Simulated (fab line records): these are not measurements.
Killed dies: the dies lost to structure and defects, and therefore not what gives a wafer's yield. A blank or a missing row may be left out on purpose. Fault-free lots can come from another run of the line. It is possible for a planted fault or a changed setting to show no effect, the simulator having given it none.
Split-lot experiment | flow n5-finfet | route with 1938 steps; 7 lots, 21 wafers read

SPLIT DETAILS
At N5_BEOL_M11_ETCH_41 (etches SiCN in CH3F/O2, target depth 42.6 nm, time 86 s), the setting time-s was moved away from the recipe's 86 s on 8 of the 21 wafers read, by -20.9% to +20.3%. The other wafers ran this setting at the recipe's value.

Reading taken at the split's own step.

THE READING
etch.depth-nm (the simulator's own value, which no gauge read), in nm, at N5_BEOL_M11_ETCH_41 (etches SiCN in CH3F/O2, target depth 42.6 nm, time 86 s). The file does not state a usual value for it. The 13 wafers here that ran the recipe average 32.80 nm, standard deviation 0.66 nm.

wafer  | tool, chamber at the split | time-s as run, s | against the recipe | etch.depth-nm, nm | against lot-mates on the recipe
L078.1 | rie-diel-05, 2             | 86               | recipe             | 32.61             | -
L078.2 | rie-diel-05, 1             | 86               | recipe             | 33.38             | -
L078.3 | rie-diel-05, 3             | 86               | recipe             | 32.29             | -
L083.3 | rie-diel-02, 0             | 71.09            | -17.3%             | 26.55             | -6.19
L083.4 | rie-diel-02, 1             | 86               | recipe             | 31.58             | -
L083.6 | rie-diel-02, 2             | 86               | recipe             | 33.9              | -
L081.1 | rie-diel-01, 1             | 68.05            | -20.9%             | 26.13             | -6.57
L081.4 | rie-diel-01, 2             | 68.05            | -20.9%             | 25.37             | -7.33
L081.5 | rie-diel-01, 1             | 86               | recipe             | 32.7              | -
L082.1 | rie-diel-05, 3             | 86               | recipe             | 32.1              | -
L082.2 | rie-diel-05, 0             | 86               | recipe             | 32.36             | -
L082.3 | rie-diel-05, 1             | 86               | recipe             | 33.53             | -
L090.1 | rie-diel-02, 0             | 86               | recipe             | 32.24             | -
L090.3 | rie-diel-02, 2             | 103.5            | +20.3%             | 40.57             | +7.96
L090.6 | rie-diel-02, 3             | 86               | recipe             | 32.98             | -
L093.1 | rie-diel-05, 1             | 86               | recipe             | 33.48             | -
L093.4 | rie-diel-05, 2             | 69.45            | -19.2%             | 25.81             | -7.67
L093.6 | rie-diel-05, 3             | 69.45            | -19.2%             | 25.28             | -8.20
L095.2 | rie-diel-01, 0             | 71.87            | -16.4%             | 27.7              | -5.61
L095.3 | rie-diel-01, 2             | 71.87            | -16.4%             | 26.89             | -6.42
L095.5 | rie-diel-01, 0             | 86               | recipe             | 33.31             | -

FIT RESULTS
A straight line over all 21 wafers: etch.depth-nm changes by +0.359 nm for each +1% of time-s; r = +0.99; the points scatter about the line by 0.63 nm.
The same after taking each lot's own level away (the mean of its wafers on the recipe; 21 wafers): +0.372 nm for each +1%; r = +0.99; scatter 0.66 nm.
Per that fit: largest time-s move, reading shift of 7.8 nm.
From 32.610 to 33.480 nm: that is the span of the lots' own levels, equal to 1.3 times the standard deviation above.
So the lot-to-lot level changes the slope little: the two slopes agree.
Check: for one of the wafers moved furthest among these (-20.9%), held out of the fit, the line's prediction against its lot-mates is -7.94 nm. It came out at -6.57 nm against them.

OTHER SPLITS ON THESE WAFERS
Note: prior to the reading, these wafers also went through further splits. Each is held against what the fit with the lots' levels taken away leaves over:
other split on the same wafers   | wafers away from the commonest value | r with etch.depth-nm (lot level and that fit taken away)
N5_BEOL_M9_TRENCH_ETCH_37 time-s | 7                                    | -0.12
N5_BEOL_M10_COAT_60 spin-rpm     | 5                                    | +0.03
N5_BEOL_M11_COAT_05 spin-rpm     | 7                                    | -0.26
N5_BEOL_M11_ETCH_62 time-s       | 9                                    | +0.06
N5_BEOL_M11_VIA_ETCH_34 time-s   | 6                                    | +0.16

THE FILE'S OWN FIT
etch.depth-nm changes by +0.372 nm for each +1% of time-s, r = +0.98.
